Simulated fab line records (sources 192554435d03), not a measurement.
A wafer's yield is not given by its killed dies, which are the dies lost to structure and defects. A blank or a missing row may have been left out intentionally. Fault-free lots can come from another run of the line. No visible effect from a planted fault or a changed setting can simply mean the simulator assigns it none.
fab line records    flow n5-finfet
record lots=3  wafers=9  last-day=16
route steps=1938 shown BEOL_M1@829 BEOL_M2@841 BEOL_M4@1111 PASSIVATION@1936
lots untouched by any fault: they come from a run of this same line in which no faults occurred
start-h: start of the lot's first displayed wafer, in hours after the record's first day    wait-h: hours elapsed since this lot's preceding step    " repeats the value in the row above    L1.1+2: a row that stands for several wafers    - no value, or no start given    * or withheld: withheld    < > ~ a bound
route shown NAME@n: names a module that has steps shown in the file, with the first one's number in the route    usual: mean/standard deviation taken from wafers without a fault    same: alike in all rows    chamber/n: place in a boat    sites: per-site readings    _std_site: how widely they spread, as a standard deviation    _edge_site: inner sites' mean taken away from outer sites' mean    radius-mm: for every site, how far away it sits from the centre of the wafer    mask NAME#n: copy n    behind: tool/chamber where the wafer was last shaped    hold: the reason the lot was held/the length of the hold in hours/how it ended    device: the n, p or np transistor that did not switch    end of line: tests of these same wafers at the route's end    where a step has no rows: the recipe by itself    killed: at the first sort, the dies lost to defects and structure; wafer yield is something else    map: a wafer's dies, x killed, . not, _ none there
set.NAME: the setting the step ran with; set.NAME@STEP: the setting that earlier step ran with    model.NAME: the simulator's own value behind a step, which no gauge read
lots at selected steps of the route; one table per step, one row per wafer
services: a tool's chamber out of use, with start hour (start-h, from the record's first day; less than 0 if before it), hours out, and reason
## steps
# step N5_BEOL_M1_ANNEAL_95
# recipe temp-c=400  time-s=240  ambient=vacuum
# step N5_BEOL_M1_SPUTTER_96
# recipe material=Cu  target-thk-a=45  temp-c=-20  chamber-pressure-pa=0.07  power-w=withheld  time-s=8.29
# step N5_BEOL_M1_ECD_50
# recipe material=Cu  target-thk-a=3000
# step N5_BEOL_M1_ANNEAL_51
# recipe temp-c=225  time-s=90  ambient=N2
# step N5_BEOL_M1_CMP_52
# recipe stop-on=SiOC  t-overpolish-s=6.8  down-force-psi=1  platen-rpm=50  clearing-platen-down-force-psi=1.5  clearing-platen-rpm=50  post-cmp-clean=cu-alkaline  target-thk-nm=40  clearing-platen-pad-velocity-m-s=0.99484  pad-velocity-m-s=0.99484
# step N5_BEOL_M1_PRE_CLEAN_60
# recipe gas=NH3/H2  time-s=15  temp-c=*  rf-power-w=300
# step N5_BEOL_M1_CO_CAP_55
# recipe material=Co  target-thk-a=20  temp-c=200  precursor=CCTBA/H2  pressure-torr=30  time-s=102.1
# step N5_BEOL_M1_PRE_CLEAN_56
# recipe gas=NH3  time-s=15  temp-c=withheld  rf-power-w=300
# step N5_BEOL_M1_DEP_57
# recipe material=SiCN  target-thk-a=80  temp-c=withheld  precursor=3MS/NH3  pressure-torr=3  rf-w=202  time-s=14
# step N5_BEOL_M2_ILD_DEP_00
# recipe material=SiOC  target-thk-a=790  temp-c=350  precursor=DEMS/O2  pressure-torr=5  rf-w=500  time-s=15.3
# usual heater-power-w=488/54  showerhead-plenum-p-Torr=5.689/0.011  throttle-valve-pct=11.8/1
lot.wafer  tool      chamber  start-h  wait-h  heater-power-w  showerhead-plenum-p-Torr  throttle-valve-pct  model.SiOC_of_BEOL_M2_ILD_DEP_00.thk-nm
L398.1     pecvd-02  2        150.96   0.0     443             5.687                     11.2                78
L398.3     "         0        "        "       491             5.695                     11.8                78.8
L398.4     "         2        "        "       434             5.686                     10.8                79.4
L409.2     pecvd-02  0        216.78   0.0     504             5.695                     11.9                78.8
L409.4     "         2        "        "       421             5.681                     10.8                74.6
L409.6     "         0        "        "       522             5.693                     11.9                80.8
L416.1     pecvd-01  1        254.03   0.0     529             5.697                     13.6                78.4
L416.4     "         2        "        "       547             5.699                     10.4                79.4
L416.6     "         1        "        "       520             5.691                     13.4                80.2
# step N5_BEOL_M2_THK_MEAS_01
# recipe reads=SiOC_of_BEOL_M2_ILD_DEP_00
# usual M2_ILD_THK=79.3/0.98
lot.wafer  tool           chamber  start-h  wait-h  M2_ILD_THK[nm]
L398.1     film-metro-02  -        151.03   0.0     78.1
L398.3     "              -        "        "       78.8
L398.4     "              -        "        "       79.3
L409.2     film-metro-02  -        216.85   0.1     78.9
L409.4     "              -        "        "       74.6
L409.6     "              -        "        "       80.8
L416.1     film-metro-02  -        254.10   0.0     78.3
L416.4     "              -        "        "       79.3
L416.6     "              -        "        "       80.1
# step N5_BEOL_M2_PECVD_72
# recipe material=SiO2  target-thk-a=160  temp-c=400  precursor=TEOS/O2  pressure-torr=5.5  rf-w=450  teos-flow-sccm=53.8  gas=O2  flow-sccm=3000  time-s=18
# step N5_BEOL_M2_HM_DEP_02
# recipe material=TiN  target-thk-a=200  temp-c=25  chamber-pressure-pa=0.49996
# step N5_BEOL_M2_COAT_61
# recipe resist=SOC  temp-c=250  time-s=60  spin-rpm=1500  resist-thk-nm=60
# step N5_BEOL_M2_COAT_62
# recipe resist=SiARC  temp-c=220  time-s=60  spin-rpm=1500  resist-thk-nm=12
# step N5_BEOL_M2_COAT_73
# recipe resist=underlayer  temp-c=205  time-s=60  spin-rpm=1500  resist-thk-nm=5
# step N5_BEOL_M2_COAT_05
# recipe resist=CAR-EUV  spin-rpm=1500  resist-thk-nm=30
# step N5_BEOL_M2_EBR_07
# recipe solvent=PGMEA  ebr-width-mm=1.5
# step N5_BEOL_M2_SOFTBAKE_06
# recipe temp-c=110  time-s=60  resist=CAR-EUV
# step N5_BEOL_M2_EXPOSE_08
# recipe mask-id=M2  na=0.33  source-shape=dipole  sigma-inner=0.369  sigma-outer=0.767  polarization=unpolarized  dose-mj=41.25
# step N5_BEOL_M2_PEB_09
# recipe peb-temp-c=100  peb-time-s=60  resist=CAR-EUV
# step N5_BEOL_M2_DEVELOP_10
# recipe develop-time-s=30  developer=TMAH  resist=CAR-EUV  rinse-liquid=surfactant-rinse  dry=air-spin  dev-temp-c=23
# step N5_BEOL_M2_DESCUM_16
# recipe chemistry=O2  time-s=7  source-power-w=50  bias-power-w=20  pressure-mtorr=20  rf-frequency-hz=2.712e+07  temp-c=40  resist=CAR-EUV  o2-flow-sccm=225
# step N5_BEOL_M2_ETCH_74
# recipe chemistry=N2/H2  target=underlayer  target-depth-a=65  mask-material=CAR-EUV  time-s=5.2  ion-energy-ev=200  pressure-mtorr=30  source-w=840  bias-w=150  n2-flow-sccm=200  h2-flow-sccm=200  ends=cleared
# step N5_BEOL_M2_ETCH_63
# recipe chemistry=CF4  target=SiARC  target-depth-a=156  mask-material=CAR-EUV  time-s=26  ion-energy-ev=80  pressure-mtorr=40  source-w=545  bias-w=36  Ar_flow_sccm=100  cf4-flow-sccm=100  ends=cleared
# step N5_BEOL_M2_ETCH_64
# recipe chemistry=N2/H2  target=SOC  target-depth-a=750  overetch-a=225  mask-material=SiARC  temp-c=40  time-s=121.9  ion-energy-ev=200  pressure-mtorr=30  source-w=840  bias-w=150  n2-flow-sccm=200  h2-flow-sccm=200
# step N5_BEOL_M2_STRIP_65
# recipe chemistry=N2/H2  temp-c=40  n2-flow-sccm=200  h2-flow-sccm=200  rf-frequency-hz=6e+07
# step N5_BEOL_M2_STRIP_75
# recipe chemistry=N2/H2  temp-c=40  n2-flow-sccm=200  h2-flow-sccm=200  rf-frequency-hz=6e+07
# step N5_BEOL_M2_STRIP_66
# recipe chemistry=CF4  resist=SiARC  power-w=300  bias-power-w=75  pressure-mtorr=50  cf4-flow-sccm=150  rf-frequency-hz=6e+07
# step N5_BEOL_M2_HM_OPEN_17
# recipe chemistry=Cl2/BCl3  target-depth-a=200  overetch-a=60  target=TiN  mask-material=SOC  ion-energy-ev=150  pressure-mtorr=10  icp-w=1000  bias-w=126  Cl2_flow_sccm=53.25  bcl3-flow-sccm=21.75  Ar_flow_sccm=25
# step N5_BEOL_M2_STRIP_19
# recipe chemistry=O2  power-w=400  temp-c=40  pressure-mtorr=30  rf-frequency-hz=6e+07  bias-power-w=0  overash-fraction=0.2  o2-flow-sccm=225
# step N5_BEOL_M2_COAT_67
# recipe resist=SOC  temp-c=250  time-s=60  spin-rpm=1500  resist-thk-nm=60
# step N5_BEOL_M2_COAT_68
# recipe resist=SiARC  temp-c=220  time-s=60  spin-rpm=1500  resist-thk-nm=12
# step N5_BEOL_M2_COAT_76
# recipe resist=underlayer  temp-c=205  time-s=60  spin-rpm=1500  resist-thk-nm=5
# step N5_BEOL_M2_COAT_22
# recipe resist=CAR-EUV  spin-rpm=1500  resist-thk-nm=30
# step N5_BEOL_M2_CMP_52
# recipe stop-on=SiOC  t-overpolish-s=6.8  down-force-psi=1  platen-rpm=50  clearing-platen-down-force-psi=1.5  clearing-platen-rpm=50  post-cmp-clean=cu-alkaline  target-thk-nm=40  clearing-platen-pad-velocity-m-s=0.99484  pad-velocity-m-s=0.99484
# usual edge-zone-pressure-frac=1.000/0.0049  motor-current-A=6.2/0.61  platen-rpm=50.00/0.036  retaining-ring-pressure-frac=1.000/0.0048
lot.wafer  tool    chamber  start-h  wait-h  edge-zone-pressure-frac  motor-current-A  platen-rpm  retaining-ring-pressure-frac  model.SiOC_of_BEOL_M2_ILD_DEP_00.thk-nm
L398.3     cmp-04  0        161.30   0.2     1.003                    6.7              49.94       1.008                         75.8
L398.1     "       1        "        "       1.000                    5.2              49.91       0.995                         75
L398.4     "       3        "        "       1.006                    7.1              50.01       1.002                         76.4
L409.4     cmp-01  3        224.69   0.1     1.010                    5.7              49.98       0.997                         71.6
L409.2     "       2        "        "       1.007                    6.0              50.02       0.998                         75.8
L409.6     "       3        "        "       1.007                    5.7              50.04       1.004                         77.8
L416.1     cmp-01  1        262.05   0.3     1.002                    6.3              50.04       0.995                         75.4
L416.4     "       3        "        "       1.001                    6.0              49.99       1.004                         76.4
L416.6     "       2        "        "       1.002                    6.0              49.96       0.996                         77.2
# step N5_BEOL_M4_RC_MEAS_101
# usual DIBL_N=35.9/1.6  DIBL_P=35.6/2.1  IOFF_N=0.149/0.029  IOFF_P=0.20/0.033  ION_N=671/11  ION_P=460/7.3  SS_N=71.4/0.62  SS_P=73.2/0.65  VT_N=251/3.1  VT_P=-251/3.4
lot.wafer  tool       chamber  start-h  wait-h  DIBL_N[mV/V]  DIBL_P[mV/V]  IOFF_N[nA/um]  IOFF_P[nA/um]  ION_N[uA/um]  ION_P[uA/um]  SS_N[mV/dec]  SS_P[mV/dec]  VT_N[mV]  VT_P[mV]
L398.1     prober-02  0        182.49   0.0     33.2          34.0          0.116          0.15           670           453           70.9          71.6          253       -258
L398.3     "          0        "        "       34.1          33.9          0.121          0.14           673           455           70.6          72.2          254       -258
L398.4     "          0        "        "       33.8          34.1          0.112          0.14           658           454           71.2          72.1          255       -260
L409.2     prober-02  0        254.39   0.2     35.6          36.1          0.141          0.19           671           457           71.3          73.5          253       -251
L409.4     "          0        "        "       39.2          39.5          0.203          0.25           683           461           72.8          74.5          250       -250
L409.6     "          0        "        "       35.9          36.3          0.152          0.20           669           465           71.5          73.1          251       -251
L416.1     prober-02  0        288.83   0.0     36.2          35.5          0.185          0.22           677           463           71.8          74.1          248       -250
L416.4     "          0        "        "       38.2          38.7          0.225          0.28           694           476           71.9          74.4          244       -247
L416.6     "          0        "        "       38.2          38.4          0.237          0.28           687           464           72.3          75.4          243       -249
# step N5_PASSIVATION_PROBE_49
# usual defect-limited-yield=90.9/1.5  killed_at_M0_to_M3=36/9.9  killed_at_M4_up=13/4.5  killed-at-contacts=13/6.4  killed-at-front-end=42/12  killed-at-other=3.4/3  killed-dies=107/18  killed-open=69/13  killed-short=35/8.2  sort_bin_5_function=5.3/1.1  sort_bin_6_memory=3.4/0.69  sort-n-pass=1073/18  sort-yield-pct=90.9/1.5
# same gross-dies=1180  killed-at-back-side=0  sort_bin_4_leakage[%]=0  sort_bin_8_speed[%]=0
lot.wafer  tool       chamber  start-h  wait-h  defect-limited-yield[%]  killed_at_M0_to_M3  killed_at_M4_up  killed-at-contacts  killed-at-front-end  killed-at-other  killed-dies  killed-open  killed-short  sort_bin_5_function[%]  sort_bin_6_memory[%]  sort-n-pass  sort-yield-pct[%]
L398.1     prober-01  -        284.83   0.0     89.3                     38                  17               12                  58                   1                126          81           42            5.8                     4.6                   1054         89.3
L398.3     prober-01  -        284.93   0.1     92.9                     21                  12               9                   37                   5                84           68           13            4.7                     2.5                   1096         92.9
L398.4     prober-01  -        284.98   0.2     92.1                     22                  19               11                  39                   2                93           55           30            4.5                     2.5                   1087         92.1
L409.2     prober-01  -        352.13   0.1     91.9                     35                  14               10                  31                   5                95           69           25            5.1                     2.7                   1085         91.9
# killed by level:class
L398.1 FIN_SAQP:geometric-particle:short=16 MOL_CONTACT_COAG:geometric-particle:open=10 BEOL_M0_SAQP:geometric-particle:open=10 BEOL_M4:geometric-particle:open=10 BEOL_M3:geometric-particle:open=9 DUMMY_GATE:geometric-particle:open=8 BEOL_M0_SAQP:geometric-particle:short=8 FIN_SAQP:geometric-particle:open=6
L398.3 FIN_SAQP:geometric-particle:open=12 MOL_CONTACT_COAG:geometric-particle:open=9 STI_FIN_REVEAL:geometric-particle:open=8 BEOL_M1:geometric-particle:open=7 BEOL_M2:geometric-particle:open=6 BEOL_M0_SAQP:geometric-particle:open=4 FIN_SAQP:geometric-particle:short=3 DUMMY_GATE:geometric-particle:open=3
L398.4 MOL_CONTACT_COAG:geometric-particle:open=9 HKMG_FIN:area-etch=8 STI_FIN_REVEAL:geometric-particle:open=7 BEOL_M0_SAQP:geometric-particle:short=7 BEOL_M4:geometric-particle:open=6 BEOL_M5:geometric-particle:open=6 DUMMY_GATE:geometric-particle:open=5 BEOL_M3:geometric-particle:open=5
L409.2 MOL_CONTACT_COAG:geometric-particle:open=10 BEOL_M0_SAQP:geometric-particle:open=9 BEOL_M4:geometric-particle:open=8 BEOL_M2:geometric-particle:open=7 STI_FIN_REVEAL:geometric-particle:open=6 FIN_SAQP:geometric-particle:short=5 BEOL_M1:geometric-particle:open=5 BEOL_M3:geometric-particle:open=4
## services
tool      chamber  start-h  hours  kind
pecvd-01  2        129.52   16.5   scheduled-down
pecvd-01  0        135.19   14.8   repair
pecvd-01  -        178.46   0.7    repair
cmp-01    -        182.65   5.5    pm
cmp-04    -        192.23   4.0    pm
pecvd-02  0        192.85   6.5    repair
pecvd-01  -        195.58   6.0    pm
cmp-04    -        196.23   -      consumable-replace:conditioner
cmp-04    -        196.23   -      consumable-replace:pad
pecvd-01  2        202.38   -      clean
pecvd-01  2        202.38   -      consumable-replace:showerhead
pecvd-01  2        202.38   29.0   scheduled-down
pecvd-01  2        202.38   29.0   vent-cycle
cmp-04    -        223.82   2.0    repair
pecvd-02  0        238.79   12.3   repair
cmp-01    -        245.17   0.8    repair
cmp-04    -        254.89   5.3    pm
## key
first-sign step=N5_BEOL_M2_THK_MEAS_01  reading=M2_ILD_THK  direction=down  sigmas=4.8  usual=79.3  struck=74.6
effect none on later readings
model-effect step=N5_BEOL_M2_ILD_DEP_00  value=SiOC_of_BEOL_M2_ILD_DEP_00.thk-nm  without=79.2  struck=74.6
model-effect step=N5_BEOL_M2_CMP_52  value=SiOC_of_BEOL_M2_ILD_DEP_00.thk-nm  without=76.2  struck=71.6
met-at N5_BEOL_M2_ILD_DEP_00
struck-wafers L409.4
onset-between 150.96 216.78
fault kind=process-parameter-drift  tool=pecvd-02  chamber=-  onset-h=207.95  steps=N5_BEOL_M2_ILD_DEP_00  channel=time-s  offset=*  shape=step  end-h=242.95  scope=struck-wafers-only  acts-in=*  stated=*
